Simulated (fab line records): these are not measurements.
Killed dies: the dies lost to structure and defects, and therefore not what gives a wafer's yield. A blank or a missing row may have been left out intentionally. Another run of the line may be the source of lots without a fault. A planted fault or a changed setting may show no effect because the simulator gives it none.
Matching of chambers + flow nand_harc + 4 sister chambers for NHARC_A_CONTACT_ETCH_76 on rie_diel-11
The step etches the open film in N2/H2, target depth 260 nm, time 475.3 s. 4 wafers are shown with their chamber, then 7 later ones without.

== WAFERS, EACH WITH ITS CHAMBER ==
| wafer  | chamber | oes_product_au (a.u.) |
|--------|---------|-----------------------|
| L350.2 | 0       | 0.997                 |
| L353.5 | 3       | 1.018                 |
| L354.5 | 2       | 0.971                 |
| L354.6 | 1       | 0.999                 |

== WAFERS WHOSE CHAMBER IS MISSING ==
| wafer  | oes_product_au (a.u.) |
|--------|-----------------------|
| L361.2 | 0.997                 |
| L361.3 | 1.013                 |
| L361.5 | 0.970                 |
| L364.1 | 0.959                 |
| L364.3 | 0.972                 |
| L364.4 | 1.015                 |
| L369.6 | 1.011                 |

== WHICH CHAMBER EACH WENT THROUGH ==
| wafer  | from the rows above          | in truth                   |
|--------|------------------------------|----------------------------|
| L361.2 | can't be placed: 0 or 1      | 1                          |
| L361.3 | can't be placed: 3 or 1 or 0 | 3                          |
| L361.5 | 2                            | 2                          |
| L364.1 | 2                            | 2                          |
| L364.3 | 2                            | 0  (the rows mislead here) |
| L364.4 | 3                            | 3                          |
| L369.6 | can't be placed: 3 or 1 or 0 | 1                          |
Correctly placed: 3 of 7. Cannot be placed on the basis of these rows: 3; the candidates contain the true chamber in 3. Wrongly placed: 1.
How it was worked out, from the rows above alone: a wafer's distance from a chamber is the root of the sum, over the readings, of the square of ((its reading less the chamber's mean) divided by the reading's scatter). The wafer belongs to the nearest chamber; if the next one is less than 2 further off, it can't be placed. The mean given for a chamber averages the wafers shown for that chamber. The scatter: with one shown wafer a chamber, the root of the mean of the squares of how far each hidden wafer lies from its nearest shown one.
